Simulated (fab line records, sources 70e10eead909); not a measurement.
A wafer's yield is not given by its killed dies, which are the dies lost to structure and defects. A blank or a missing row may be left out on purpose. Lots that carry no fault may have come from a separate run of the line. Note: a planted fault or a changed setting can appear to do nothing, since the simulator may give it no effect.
fab line records || flow nand_harc
record: {"lots": 6, "wafers": 18, "last_day": 34}
route steps=1302 shown A_M0@1162 A_M1@1169 END@1302
lots that met no fault: from a run of the same line without faults
start_h: hours from the record's opening day to when the first of the lot's shown wafers began || wait_h: hours since the lot's step before || " same as the row above || L1.1+2: one row covering several wafers at once || - either no value or no given start || * or withheld: withheld || < > ~ a bound
route shown NAME@n: NAME is a module with steps in the file, n the number in the route of the first one || usual: mean/standard deviation taken from wafers without a fault || same: alike in all rows || chamber/n: place in a boat || sites: readings site by site || _std_site: their standard deviation || _edge_site: inner sites' mean taken away from outer sites' mean || radius_mm: for every site, how far away it sits from the centre of the wafer || mask NAME#n: copy n || behind: the last tool/chamber to shape the wafer || hold: the reason the lot was held/the length of the hold in hours/how it ended || device: the n, p or np transistor that did not switch || end of line: at the end of the route, the tests of the same wafers || a step with no rows: only its recipe || killed: at the first sort, the dies lost to defects and structure; wafer yield is something else || map: per-die view of a wafer (x killed, . not killed, _ where there is no die)
set.NAME: the setting as run; set.NAME@STEP: as run at that earlier step || model.NAME: the simulator's own value behind a step, which no gauge read
lots at some steps of the route; a table a step, a row a wafer
services: when a tool's chamber went out of use (start_h, in hours from the record's first day, below 0 if earlier), for how many hours, and the reason
== steps ==
step: NHARC_A_M0_CMP_23
recipe: {"t_overpolish_s": 20, "target_thk_nm": 113.75}
usual: {"motor_current_A": "12.0/1.7", "time_to_endpoint_s": "27.7/2.5"}
{"lot.wafer": "L442.2", "tool": "cmp-04", "chamber": 1, "start_h": 584.67, "wait_h": "-", "motor_current_A": 13.0, "time_to_endpoint_s": 27.3}
{"lot.wafer": "L442.1", "tool": "cmp-04", "chamber": 2, "start_h": 584.67, "wait_h": "-", "motor_current_A": 13.2, "time_to_endpoint_s": 27.4}
{"lot.wafer": "L442.6", "tool": "cmp-04", "chamber": 2, "start_h": 584.67, "wait_h": "-", "motor_current_A": 12.7, "time_to_endpoint_s": 26.5}
{"lot.wafer": "L443.4", "tool": "cmp-04", "chamber": 1, "start_h": 593.69, "wait_h": "-", "motor_current_A": 13.7, "time_to_endpoint_s": 29.3}
{"lot.wafer": "L443.2", "tool": "cmp-04", "chamber": 2, "start_h": 593.69, "wait_h": "-", "motor_current_A": 12.5, "time_to_endpoint_s": 28.8}
{"lot.wafer": "L443.1", "tool": "cmp-04", "chamber": 3, "start_h": 593.69, "wait_h": "-", "motor_current_A": 10.5, "time_to_endpoint_s": 34.2}
{"lot.wafer": "L444.2", "tool": "cmp-01", "chamber": 3, "start_h": 621.21, "wait_h": "-", "motor_current_A": 10.6, "time_to_endpoint_s": 27.0}
{"lot.wafer": "L444.5", "tool": "cmp-01", "chamber": 3, "start_h": 621.21, "wait_h": "-", "motor_current_A": 11.0, "time_to_endpoint_s": 28.2}
{"lot.wafer": "L444.6", "tool": "cmp-01", "chamber": 0, "start_h": 621.21, "wait_h": "-", "motor_current_A": 9.0, "time_to_endpoint_s": 30.9}
{"lot.wafer": "L457.2", "tool": "cmp-03", "chamber": 0, "start_h": 721.27, "wait_h": "-", "motor_current_A": 12.2, "time_to_endpoint_s": 25.9}
{"lot.wafer": "L457.5", "tool": "cmp-03", "chamber": 2, "start_h": 721.27, "wait_h": "-", "motor_current_A": 12.5, "time_to_endpoint_s": 26.3}
{"lot.wafer": "L457.6", "tool": "cmp-03", "chamber": 3, "start_h": 721.27, "wait_h": "-", "motor_current_A": 15.7, "time_to_endpoint_s": 25.2}
{"lot.wafer": "L456.3", "tool": "cmp-04", "chamber": 3, "start_h": 723.55, "wait_h": "-", "motor_current_A": 10.9, "time_to_endpoint_s": 29.5}
{"lot.wafer": "L456.1", "tool": "cmp-04", "chamber": 0, "start_h": 723.55, "wait_h": "-", "motor_current_A": 10.0, "time_to_endpoint_s": 25.6}
{"lot.wafer": "L456.5", "tool": "cmp-04", "chamber": 0, "start_h": 723.55, "wait_h": "-", "motor_current_A": 10.2, "time_to_endpoint_s": 25.5}
{"lot.wafer": "L460.3", "tool": "cmp-01", "chamber": 3, "start_h": 762.41, "wait_h": "-", "motor_current_A": 11.4, "time_to_endpoint_s": 22.3}
{"lot.wafer": "L460.4", "tool": "cmp-01", "chamber": 1, "start_h": 762.41, "wait_h": "-", "motor_current_A": 12.2, "time_to_endpoint_s": 21.8}
{"lot.wafer": "L460.6", "tool": "cmp-01", "chamber": 3, "start_h": 762.41, "wait_h": "-", "motor_current_A": 11.5, "time_to_endpoint_s": 21.2}
step: NHARC_A_M0_THK_MEAS_24
recipe: {"thk_meas_gauge": "xrf"}
usual: {"thk_nm": "113.6/1.5"}
{"lot.wafer": "L442.1", "tool": "film_metro-02", "chamber": "-", "start_h": 584.98, "wait_h": "-", "thk_nm": 113.7}
{"lot.wafer": "L442.2", "tool": "film_metro-02", "chamber": "-", "start_h": 584.98, "wait_h": "-", "thk_nm": 114.2}
{"lot.wafer": "L442.6", "tool": "film_metro-02", "chamber": "-", "start_h": 584.98, "wait_h": "-", "thk_nm": 112.8}
{"lot.wafer": "L443.1", "tool": "film_metro-02", "chamber": "-", "start_h": 594.01, "wait_h": "-", "thk_nm": 113.2}
{"lot.wafer": "L443.2", "tool": "film_metro-02", "chamber": "-", "start_h": 594.01, "wait_h": "-", "thk_nm": 111.9}
{"lot.wafer": "L443.4", "tool": "film_metro-02", "chamber": "-", "start_h": 594.01, "wait_h": "-", "thk_nm": 114.5}
{"lot.wafer": "L444.2", "tool": "film_metro-01", "chamber": "-", "start_h": 621.53, "wait_h": "-", "thk_nm": 114.0}
{"lot.wafer": "L444.5", "tool": "film_metro-01", "chamber": "-", "start_h": 621.53, "wait_h": "-", "thk_nm": 113.8}
{"lot.wafer": "L444.6", "tool": "film_metro-01", "chamber": "-", "start_h": 621.53, "wait_h": "-", "thk_nm": 113.9}
{"lot.wafer": "L457.2", "tool": "film_metro-02", "chamber": "-", "start_h": 721.53, "wait_h": "-", "thk_nm": 115.4}
{"lot.wafer": "L457.5", "tool": "film_metro-02", "chamber": "-", "start_h": 721.53, "wait_h": "-", "thk_nm": 113.2}
{"lot.wafer": "L457.6", "tool": "film_metro-02", "chamber": "-", "start_h": 721.53, "wait_h": "-", "thk_nm": 113.3}
{"lot.wafer": "L456.1", "tool": "film_metro-01", "chamber": "-", "start_h": 723.86, "wait_h": "-", "thk_nm": 113.3}
{"lot.wafer": "L456.3", "tool": "film_metro-01", "chamber": "-", "start_h": 723.86, "wait_h": "-", "thk_nm": 113.1}
{"lot.wafer": "L456.5", "tool": "film_metro-01", "chamber": "-", "start_h": 723.86, "wait_h": "-", "thk_nm": 112.2}
{"lot.wafer": "L460.3", "tool": "film_metro-02", "chamber": "-", "start_h": 762.70, "wait_h": "-", "thk_nm": 113.1}
{"lot.wafer": "L460.4", "tool": "film_metro-02", "chamber": "-", "start_h": 762.70, "wait_h": "-", "thk_nm": 113.2}
{"lot.wafer": "L460.6", "tool": "film_metro-02", "chamber": "-", "start_h": 762.70, "wait_h": "-", "thk_nm": 111.9}
step: NHARC_A_M0_SRD_25
step: NHARC_A_M0_INSPECT_27
usual: {"raw_defect_count": "532/130"}
{"lot.wafer": "L442.1", "tool": "defect_inspect-01", "chamber": "-", "start_h": 585.14, "wait_h": 0.0, "raw_defect_count": 657}
{"lot.wafer": "L442.2", "tool": "defect_inspect-01", "chamber": "-", "start_h": 585.14, "wait_h": 0.0, "raw_defect_count": 690}
{"lot.wafer": "L442.6", "tool": "defect_inspect-01", "chamber": "-", "start_h": 585.14, "wait_h": 0.0, "raw_defect_count": 559}
{"lot.wafer": "L443.1", "tool": "defect_inspect-01", "chamber": "-", "start_h": 594.16, "wait_h": 0.0, "raw_defect_count": 586}
{"lot.wafer": "L443.2", "tool": "defect_inspect-01", "chamber": "-", "start_h": 594.16, "wait_h": 0.0, "raw_defect_count": 450}
{"lot.wafer": "L443.4", "tool": "defect_inspect-01", "chamber": "-", "start_h": 594.16, "wait_h": 0.0, "raw_defect_count": 462}
{"lot.wafer": "L444.2", "tool": "defect_inspect-02", "chamber": "-", "start_h": 621.68, "wait_h": 0.0, "raw_defect_count": 543}
{"lot.wafer": "L444.5", "tool": "defect_inspect-02", "chamber": "-", "start_h": 621.68, "wait_h": 0.0, "raw_defect_count": 645}
{"lot.wafer": "L444.6", "tool": "defect_inspect-02", "chamber": "-", "start_h": 621.68, "wait_h": 0.0, "raw_defect_count": 513}
{"lot.wafer": "L457.2", "tool": "defect_inspect-02", "chamber": "-", "start_h": 721.69, "wait_h": 0.0, "raw_defect_count": 392}
{"lot.wafer": "L457.5", "tool": "defect_inspect-02", "chamber": "-", "start_h": 721.69, "wait_h": 0.0, "raw_defect_count": 401}
{"lot.wafer": "L457.6", "tool": "defect_inspect-02", "chamber": "-", "start_h": 721.69, "wait_h": 0.0, "raw_defect_count": 478}
{"lot.wafer": "L456.1", "tool": "defect_inspect-02", "chamber": "-", "start_h": 724.02, "wait_h": 0.0, "raw_defect_count": 482}
{"lot.wafer": "L456.3", "tool": "defect_inspect-02", "chamber": "-", "start_h": 724.02, "wait_h": 0.0, "raw_defect_count": 628}
{"lot.wafer": "L456.5", "tool": "defect_inspect-02", "chamber": "-", "start_h": 724.02, "wait_h": 0.0, "raw_defect_count": 432}
{"lot.wafer": "L460.3", "tool": "defect_inspect-01", "chamber": "-", "start_h": 762.85, "wait_h": 0.0, "raw_defect_count": 522}
{"lot.wafer": "L460.4", "tool": "defect_inspect-01", "chamber": "-", "start_h": 762.85, "wait_h": 0.0, "raw_defect_count": 437}
{"lot.wafer": "L460.6", "tool": "defect_inspect-01", "chamber": "-", "start_h": 762.85, "wait_h": 0.0, "raw_defect_count": 528}
step: NHARC_A_M0_PRE_CLEAN_31
recipe: {"time_s": 12, "temp_c": 370, "rf_power_w": 300, "gas": "NH3"}
usual: {"heater_power_w": "595/51"}
{"lot.wafer": "L442.2", "tool": "pecvd-02", "chamber": 0, "start_h": 585.22, "wait_h": 0.1, "heater_power_w": 525}
{"lot.wafer": "L442.1", "tool": "pecvd-02", "chamber": 1, "start_h": 585.22, "wait_h": 0.1, "heater_power_w": 691}
{"lot.wafer": "L442.6", "tool": "pecvd-02", "chamber": 0, "start_h": 585.22, "wait_h": 0.1, "heater_power_w": 504}
{"lot.wafer": "L443.1", "tool": "pecvd-03", "chamber": 0, "start_h": 594.23, "wait_h": 0.1, "heater_power_w": 562}
{"lot.wafer": "L443.2", "tool": "pecvd-03", "chamber": 1, "start_h": 594.23, "wait_h": 0.1, "heater_power_w": 637}
{"lot.wafer": "L443.4", "tool": "pecvd-03", "chamber": 0, "start_h": 594.23, "wait_h": 0.1, "heater_power_w": 579}
{"lot.wafer": "L444.2", "tool": "pecvd-03", "chamber": 0, "start_h": 621.79, "wait_h": 0.1, "heater_power_w": 547}
{"lot.wafer": "L444.5", "tool": "pecvd-03", "chamber": 0, "start_h": 621.79, "wait_h": 0.1, "heater_power_w": 543}
{"lot.wafer": "L444.6", "tool": "pecvd-03", "chamber": 0, "start_h": 621.79, "wait_h": 0.1, "heater_power_w": 562}
{"lot.wafer": "L457.2", "tool": "pecvd-03", "chamber": 2, "start_h": 721.75, "wait_h": 0.1, "heater_power_w": 599}
{"lot.wafer": "L457.5", "tool": "pecvd-03", "chamber": 2, "start_h": 721.75, "wait_h": 0.1, "heater_power_w": 624}
{"lot.wafer": "L457.6", "tool": "pecvd-03", "chamber": 0, "start_h": 721.75, "wait_h": 0.1, "heater_power_w": 599}
{"lot.wafer": "L456.3", "tool": "pecvd-02", "chamber": 1, "start_h": 724.09, "wait_h": 0.1, "heater_power_w": 652}
{"lot.wafer": "L456.1", "tool": "pecvd-02", "chamber": 0, "start_h": 724.09, "wait_h": 0.1, "heater_power_w": 519}
{"lot.wafer": "L456.5", "tool": "pecvd-02", "chamber": 0, "start_h": 724.09, "wait_h": 0.1, "heater_power_w": 526}
{"lot.wafer": "L460.3", "tool": "pecvd-02", "chamber": 1, "start_h": 762.93, "wait_h": 0.1, "heater_power_w": 585}
{"lot.wafer": "L460.4", "tool": "pecvd-02", "chamber": 0, "start_h": 762.93, "wait_h": 0.1, "heater_power_w": 553}
{"lot.wafer": "L460.6", "tool": "pecvd-02", "chamber": 1, "start_h": 762.93, "wait_h": 0.1, "heater_power_w": 586}
step: NHARC_A_M0_DEP_32
recipe: {"target_thk_a": 300, "temp_c": 370, "target_thk_nm": 30, "pressure_torr": 3, "flow_sccm": 200, "rf_w": 450, "material": "SiCN"}
usual: {"heater_power_w": "555/54"}
{"lot.wafer": "L442.2", "tool": "pecvd-02", "chamber": 0, "start_h": 585.33, "wait_h": 0.1, "heater_power_w": 444}
{"lot.wafer": "L442.1", "tool": "pecvd-02", "chamber": 1, "start_h": 585.33, "wait_h": 0.1, "heater_power_w": 664}
{"lot.wafer": "L442.6", "tool": "pecvd-02", "chamber": 0, "start_h": 585.33, "wait_h": 0.1, "heater_power_w": 459}
{"lot.wafer": "L443.1", "tool": "pecvd-03", "chamber": 0, "start_h": 594.31, "wait_h": 0.1, "heater_power_w": 523}
{"lot.wafer": "L443.2", "tool": "pecvd-03", "chamber": 1, "start_h": 594.31, "wait_h": 0.1, "heater_power_w": 589}
{"lot.wafer": "L443.4", "tool": "pecvd-03", "chamber": 0, "start_h": 594.31, "wait_h": 0.1, "heater_power_w": 509}
{"lot.wafer": "L444.2", "tool": "pecvd-03", "chamber": 0, "start_h": 622.12, "wait_h": 0.3, "heater_power_w": 543}
{"lot.wafer": "L444.5", "tool": "pecvd-03", "chamber": 0, "start_h": 622.12, "wait_h": 0.3, "heater_power_w": 549}
{"lot.wafer": "L444.6", "tool": "pecvd-03", "chamber": 0, "start_h": 622.12, "wait_h": 0.3, "heater_power_w": 557}
{"lot.wafer": "L457.2", "tool": "pecvd-03", "chamber": 2, "start_h": 721.83, "wait_h": 0.1, "heater_power_w": 540}
{"lot.wafer": "L457.5", "tool": "pecvd-03", "chamber": 2, "start_h": 721.83, "wait_h": 0.1, "heater_power_w": 529}
{"lot.wafer": "L457.6", "tool": "pecvd-03", "chamber": 0, "start_h": 721.83, "wait_h": 0.1, "heater_power_w": 518}
{"lot.wafer": "L456.3", "tool": "pecvd-02", "chamber": 1, "start_h": 724.16, "wait_h": 0.1, "heater_power_w": 565}
{"lot.wafer": "L456.1", "tool": "pecvd-02", "chamber": 0, "start_h": 724.16, "wait_h": 0.1, "heater_power_w": 477}
{"lot.wafer": "L456.5", "tool": "pecvd-02", "chamber": 0, "start_h": 724.16, "wait_h": 0.1, "heater_power_w": 478}
{"lot.wafer": "L460.3", "tool": "pecvd-02", "chamber": 1, "start_h": 763.04, "wait_h": 0.1, "heater_power_w": 637}
{"lot.wafer": "L460.4", "tool": "pecvd-02", "chamber": 0, "start_h": 763.04, "wait_h": 0.1, "heater_power_w": 515}
{"lot.wafer": "L460.6", "tool": "pecvd-02", "chamber": 1, "start_h": 763.04, "wait_h": 0.1, "heater_power_w": 635}
step: NHARC_A_M1_DEP_00
recipe: {"target_thk_a": 1825, "target_thk_nm": 182.5, "temp_c": "withheld", "pressure_torr": 5, "flow_sccm": 200, "rf_w": 600, "material": "SiOC"}
step: NHARC_A_M1_DEHYDRATE_01
recipe: {"temp_c": 150, "time_s": 120}
step: NHARC_A_M1_HMDS_02
recipe: {"time_s": 30}
step: NHARC_A_M1_COAT_34
recipe: {"temp_c": 200, "time_s": 65}
step: NHARC_A_M1_COAT_03
recipe: {"spin_rpm": 1500, "resist_thk_nm": 90}
step: NHARC_A_M1_SOFTBAKE_04
recipe: {"temp_c": 105, "time_s": 55}
usual: {"heater_power_total_W": "188.45/0.14", "plate_temp_C": "104.97/0.14"}
{"lot.wafer": "L442.1", "tool": "litho_track-04", "chamber": 0, "start_h": 586, "wait_h": "-", "heater_power_total_W": 188.36, "plate_temp_C": 104.77}
{"lot.wafer": "L442.2", "tool": "litho_track-04", "chamber": 0, "start_h": 586, "wait_h": "-", "heater_power_total_W": 188.40, "plate_temp_C": 105.13}
{"lot.wafer": "L442.6", "tool": "litho_track-04", "chamber": 0, "start_h": 586, "wait_h": "-", "heater_power_total_W": 188.54, "plate_temp_C": 104.96}
{"lot.wafer": "L443.1", "tool": "litho_track-01", "chamber": 0, "start_h": 595, "wait_h": "-", "heater_power_total_W": 188.38, "plate_temp_C": 104.69}
{"lot.wafer": "L443.2", "tool": "litho_track-01", "chamber": 0, "start_h": 595, "wait_h": "-", "heater_power_total_W": 188.67, "plate_temp_C": 104.61}
{"lot.wafer": "L443.4", "tool": "litho_track-01", "chamber": 0, "start_h": 595, "wait_h": "-", "heater_power_total_W": 188.33, "plate_temp_C": 104.72}
{"lot.wafer": "L444.2", "tool": "litho_track-01", "chamber": 0, "start_h": 623, "wait_h": "-", "heater_power_total_W": 188.47, "plate_temp_C": 105.03}
{"lot.wafer": "L444.5", "tool": "litho_track-01", "chamber": 0, "start_h": 623, "wait_h": "-", "heater_power_total_W": 188.40, "plate_temp_C": 105.10}
{"lot.wafer": "L444.6", "tool": "litho_track-01", "chamber": 0, "start_h": 623, "wait_h": "-", "heater_power_total_W": 188.45, "plate_temp_C": 104.92}
{"lot.wafer": "L457.2", "tool": "litho_track-04", "chamber": 0, "start_h": 722, "wait_h": "-", "heater_power_total_W": 177.71, "plate_temp_C": 100.33}
{"lot.wafer": "L457.5", "tool": "litho_track-04", "chamber": 0, "start_h": 722, "wait_h": "-", "heater_power_total_W": 177.31, "plate_temp_C": 100.39}
{"lot.wafer": "L457.6", "tool": "litho_track-04", "chamber": 0, "start_h": 722, "wait_h": "-", "heater_power_total_W": 177.31, "plate_temp_C": 100.24}
{"lot.wafer": "L456.1", "tool": "litho_track-04", "chamber": 0, "start_h": 724, "wait_h": "-", "heater_power_total_W": 177.33, "plate_temp_C": 100.40}
{"lot.wafer": "L456.3", "tool": "litho_track-04", "chamber": 0, "start_h": 724, "wait_h": "-", "heater_power_total_W": 177.55, "plate_temp_C": 100.41}
{"lot.wafer": "L456.5", "tool": "litho_track-04", "chamber": 0, "start_h": 724, "wait_h": "-", "heater_power_total_W": 177.48, "plate_temp_C": 100.30}
{"lot.wafer": "L460.3", "tool": "litho_track-06", "chamber": 0, "start_h": 763, "wait_h": "-", "heater_power_total_W": 188.33, "plate_temp_C": 104.89}
{"lot.wafer": "L460.4", "tool": "litho_track-06", "chamber": 0, "start_h": 763, "wait_h": "-", "heater_power_total_W": 188.46, "plate_temp_C": 104.92}
{"lot.wafer": "L460.6", "tool": "litho_track-06", "chamber": 0, "start_h": 763, "wait_h": "-", "heater_power_total_W": 188.48, "plate_temp_C": 104.90}
step: NHARC_A_M1_EBR_05
step: NHARC_END_SORT_01
recipe: {"temp_c": 25}
usual: {"defect_limited_yield": "91.2/2.6", "killed_at_array": "55/17", "killed_at_other": "1.1/1.6", "killed_at_periphery": "3.8/2.5", "killed_dies": "60/18", "killed_open": "3.3/1.9", "killed_short": "2.5/1.7"}
same: {"gross_dies": 677}
{"lot.wafer": "L442.1", "tool": "prober-02", "chamber": 0, "start_h": 624.47, "wait_h": 2.5, "defect_limited_yield[%]": 89.7, "killed_at_array": 68, "killed_at_other": 1, "killed_at_periphery": 1, "killed_dies": 70, "killed_open": 0, "killed_short": 4}
{"lot.wafer": "L442.2", "tool": "prober-02", "chamber": 0, "start_h": 625.27, "wait_h": 2.8, "defect_limited_yield[%]": 89.1, "killed_at_array": 72, "killed_at_other": 0, "killed_at_periphery": 2, "killed_dies": 74, "killed_open": 2, "killed_short": 0}
{"lot.wafer": "L442.6", "tool": "prober-02", "chamber": 0, "start_h": 628.48, "wait_h": 4.0, "defect_limited_yield[%]": 90.3, "killed_at_array": 64, "killed_at_other": 1, "killed_at_periphery": 1, "killed_dies": 66, "killed_open": 3, "killed_short": 4}
{"lot.wafer": "L443.1", "tool": "prober-01", "chamber": 0, "start_h": 632.22, "wait_h": 2.5, "defect_limited_yield[%]": 89.4, "killed_at_array": 71, "killed_at_other": 0, "killed_at_periphery": 1, "killed_dies": 72, "killed_open": 2, "killed_short": 9}
{"lot.wafer": "L443.2", "tool": "prober-01", "chamber": 0, "start_h": 633.02, "wait_h": 2.8, "defect_limited_yield[%]": 91.4, "killed_at_array": 51, "killed_at_other": 1, "killed_at_periphery": 6, "killed_dies": 58, "killed_open": 5, "killed_short": 4}
{"lot.wafer": "L443.4", "tool": "prober-01", "chamber": 0, "start_h": 634.60, "wait_h": 3.4, "defect_limited_yield[%]": 91.7, "killed_at_array": 55, "killed_at_other": 0, "killed_at_periphery": 1, "killed_dies": 56, "killed_open": 3, "killed_short": 4}
{"lot.wafer": "L444.2", "tool": "prober-01", "chamber": 0, "start_h": 660.55, "wait_h": 2.8, "defect_limited_yield[%]": 87.3, "killed_at_array": 78, "killed_at_other": 1, "killed_at_periphery": 7, "killed_dies": 86, "killed_open": 6, "killed_short": 4}
{"lot.wafer": "L444.5", "tool": "prober-01", "chamber": 0, "start_h": 663.00, "wait_h": 3.8, "defect_limited_yield[%]": 86.0, "killed_at_array": 89, "killed_at_other": 1, "killed_at_periphery": 5, "killed_dies": 95, "killed_open": 2, "killed_short": 2}
{"lot.wafer": "L444.6", "tool": "prober-01", "chamber": 0, "start_h": 663.82, "wait_h": 4.1, "defect_limited_yield[%]": 86.1, "killed_at_array": 88, "killed_at_other": 0, "killed_at_periphery": 6, "killed_dies": 94, "killed_open": 5, "killed_short": 1}
{"lot.wafer": "L456.1", "tool": "prober-01", "chamber": 0, "start_h": 772.25, "wait_h": 2.5, "defect_limited_yield[%]": 93.8, "killed_at_array": 37, "killed_at_other": 0, "killed_at_periphery": 5, "killed_dies": 42, "killed_open": 4, "killed_short": 3}
{"lot.wafer": "L456.3", "tool": "prober-01", "chamber": 0, "start_h": 773.86, "wait_h": 3.1, "defect_limited_yield[%]": 95.7, "killed_at_array": 26, "killed_at_other": 0, "killed_at_periphery": 3, "killed_dies": 29, "killed_open": 3, "killed_short": 2}
{"lot.wafer": "L456.5", "tool": "prober-01", "chamber": 0, "start_h": 775.48, "wait_h": 3.7, "defect_limited_yield[%]": 95.3, "killed_at_array": 32, "killed_at_other": 0, "killed_at_periphery": 0, "killed_dies": 32, "killed_open": 3, "killed_short": 2}
killed by level:class
L442.1 A_CHANNEL_HOLE_D1:chamber_film_flake=31 A_SLIT:chamber_film_flake=18 A_DECK1_JOINT:chamber_film_flake=5 A_CHANNEL_HOLE_D2:chamber_film_flake=5 A_STAIRCASE:chamber_film_flake=2 A_BLC:chamber_film_flake=2 A_CHANNEL_FILL_D1:geometric_particle:short=1 A_DECK1_JOINT:geometric_particle:short=1
L442.2 A_CHANNEL_HOLE_D1:chamber_film_flake=27 A_SLIT:chamber_film_flake=27 A_CHANNEL_HOLE_D2:chamber_film_flake=7 A_BLC:chamber_film_flake=3 P_ZERO_WELL:chamber_film_flake=2 A_DECK1_JOINT:chamber_film_flake=2 A_CHANNEL_HOLE_D1:geometric_particle:open=1 A_M0:geometric_particle:open=1
L442.6 A_CHANNEL_HOLE_D1:chamber_film_flake=30 A_SLIT:chamber_film_flake=13 A_CHANNEL_HOLE_D2:chamber_film_flake=9 A_STAIRCASE:chamber_film_flake=3 P_M1:geometric_particle:open=1 A_SOURCE_PLATE:geometric_particle:open=1 A_ONON_D1:geometric_particle:open=1 A_ONON_D1:geometric_particle:short=1
L443.1 A_CHANNEL_HOLE_D2:chamber_film_flake=33 A_SLIT:chamber_film_flake=18 A_CHANNEL_HOLE_D1:chamber_film_flake=5 A_WL_FILL:geometric_particle:short=3 A_DECK1_JOINT:geometric_particle:short=2 A_ONON_D2:geometric_particle:short=2 A_STAIRCASE:chamber_film_flake=2 P_GATE:geometric_particle:open=1
L443.2 A_CHANNEL_HOLE_D2:chamber_film_flake=22 A_SLIT:chamber_film_flake=19 P_ZERO_WELL:chamber_film_flake=2 P_GATE:geometric_particle:short=1 P_GATE:geometric_particle:open=1 P_M1:geometric_particle:short=1 P_M2:geometric_particle:open=1 A_SOURCE_PLATE:geometric_particle:open=1
L443.4 A_CHANNEL_HOLE_D2:chamber_film_flake=23 A_SLIT:chamber_film_flake=17 A_CHANNEL_HOLE_D1:chamber_film_flake=2 A_M1:chamber_film_flake=2 A_CHANNEL_HOLE_D1:geometric_particle:open=1 A_CHANNEL_FILL_D1:geometric_particle:open=1 A_DECK1_JOINT:geometric_particle:open=1 A_ONON_D2:geometric_particle:short=1
L444.2 A_CHANNEL_HOLE_D1:chamber_film_flake=29 A_SLIT:chamber_film_flake=21 A_CHANNEL_HOLE_D2:chamber_film_flake=12 A_STAIRCASE:chamber_film_flake=6 P_ZERO_WELL:chamber_film_flake=4 A_CONTACT:geometric_particle:open=2 A_CHANNEL_FILL_D2:geometric_particle:open=2 P_CONTACT:geometric_particle:open=1
L444.5 A_CHANNEL_HOLE_D1:chamber_film_flake=40 A_SLIT:chamber_film_flake=32 A_CHANNEL_HOLE_D2:chamber_film_flake=7 A_CONTACT:chamber_film_flake=5 P_ZERO_WELL:chamber_film_flake=3 A_STAIRCASE:chamber_film_flake=2 P_CONTACT:geometric_particle:short=1 A_CHANNEL_FILL_D1:geometric_particle:open=1
L444.6 A_CHANNEL_HOLE_D1:chamber_film_flake=34 A_SLIT:chamber_film_flake=20 A_CHANNEL_HOLE_D2:chamber_film_flake=18 A_CONTACT:chamber_film_flake=6 A_STAIRCASE:chamber_film_flake=5 P_GATE:chamber_film_flake=4 P_M0:geometric_particle:open=1 A_ONON_D1:geometric_particle:open=1
L456.1 A_SLIT:chamber_film_flake=18 A_STAIRCASE:chamber_film_flake=6 A_CHANNEL_HOLE_D1:chamber_film_flake=5 A_WL_FILL:chamber_film_flake=2 P_GATE:geometric_particle:open=1 P_GATE:geometric_particle:short=1 P_M0:geometric_particle:open=1 A_CHANNEL_HOLE_D1:geometric_particle:short=1
L456.3 A_SLIT:chamber_film_flake=14 A_CHANNEL_HOLE_D1:chamber_film_flake=3 A_CHANNEL_HOLE_D1:geometric_particle:open=2 P_GATE:chamber_film_flake=2 A_ONON_D2:geometric_particle:short=1 A_CHANNEL_HOLE_D2:geometric_particle:short=1 A_WL_FILL:geometric_particle:open=1 P_CONTACT:chamber_film_flake=1
L456.5 A_SLIT:chamber_film_flake=17 A_CHANNEL_HOLE_D1:chamber_film_flake=5 A_WL_FILL:chamber_film_flake=3 A_ONON_D2:geometric_particle:short=1 A_CHANNEL_FILL_D2:geometric_particle:open=1 A_SGD_CUT:geometric_particle:short=1 A_WL_FILL:geometric_particle:open=1 A_BLC:geometric_particle:open=1
== services ==
{"tool": "cmp-03", "chamber": "-", "start_h": 569.78, "hours": 1.8, "kind": "repair"}
{"tool": "cmp-04", "chamber": "-", "start_h": 584.85, "hours": 8.8, "kind": "repair"}
{"tool": "pecvd-02", "chamber": "-", "start_h": 589.03, "hours": 13.0, "kind": "pm"}
{"tool": "cmp-01", "chamber": "-", "start_h": 590.24, "hours": 4.0, "kind": "pm"}
{"tool": "cmp-04", "chamber": "-", "start_h": 601.06, "hours": 4.0, "kind": "pm"}
{"tool": "pecvd-03", "chamber": 2, "start_h": 604.12, "hours": 21.4, "kind": "repair"}
{"tool": "pecvd-02", "chamber": "-", "start_h": 606.00, "hours": 1.2, "kind": "repair"}
{"tool": "pecvd-03", "chamber": 1, "start_h": 616.84, "hours": 8.5, "kind": "repair"}
{"tool": "cmp-01", "chamber": "-", "start_h": 621.96, "hours": 1.3, "kind": "repair"}
{"tool": "cmp-03", "chamber": "-", "start_h": 652.33, "hours": 4.0, "kind": "pm"}
{"tool": "pecvd-03", "chamber": "-", "start_h": 660.29, "hours": 6.1, "kind": "repair"}
{"tool": "litho_track-01", "chamber": "-", "start_h": 680.00, "hours": 7.0, "kind": "pm"}
{"tool": "cmp-01", "chamber": "-", "start_h": 688.24, "hours": 4.0, "kind": "pm"}
{"tool": "cmp-04", "chamber": "-", "start_h": 699.21, "hours": 4.0, "kind": "pm"}
{"tool": "litho_track-06", "chamber": "-", "start_h": 704.00, "hours": 7.0, "kind": "pm"}
{"tool": "pecvd-02", "chamber": 2, "start_h": 704.59, "hours": 16.7, "kind": "repair"}
{"tool": "cmp-01", "chamber": "-", "start_h": 717.56, "hours": 2.8, "kind": "repair"}
{"tool": "cmp-01", "chamber": "-", "start_h": 722.64, "hours": 1.1, "kind": "repair"}
{"tool": "pecvd-03", "chamber": "-", "start_h": 723.68, "hours": 1.4, "kind": "repair"}
{"tool": "cmp-04", "chamber": "-", "start_h": 724.31, "hours": 6.8, "kind": "repair"}
{"tool": "litho_track-04", "chamber": "-", "start_h": 728.00, "hours": 7.0, "kind": "pm"}
{"tool": "pecvd-03", "chamber": "-", "start_h": 728.45, "hours": 13.0, "kind": "pm"}
{"tool": "cmp-01", "chamber": "-", "start_h": 728.93, "hours": 0.8, "kind": "repair"}
{"tool": "cmp-03", "chamber": "-", "start_h": 750.33, "hours": 4.0, "kind": "pm"}
== key ==
first_sign: {"step": "NHARC_A_M1_SOFTBAKE_04", "reading": "heater_power_total_W", "direction": "down", "sigmas": 80, "usual": "*", "struck": "*"}
effect: {"step": "NHARC_A_M1_SOFTBAKE_04", "reading": "plate_temp_C", "direction": "down", "sigmas": 33, "usual": "*", "struck": "*"}
met_at NHARC_A_M1_SOFTBAKE_04
struck_wafers L456.1,L456.3,L456.5,L457.2,L457.5,L457.6
onset_between 586 722
fault: {"kind": "process_parameter_drift", "tool": "litho_track-04", "chamber": "-", "onset_h": 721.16, "steps": "NHARC_A_M1_SOFTBAKE_04", "channel": "temp_c", "offset": "*", "shape": "step", "end_h": 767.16, "acts_in": "*", "stated": "*"}
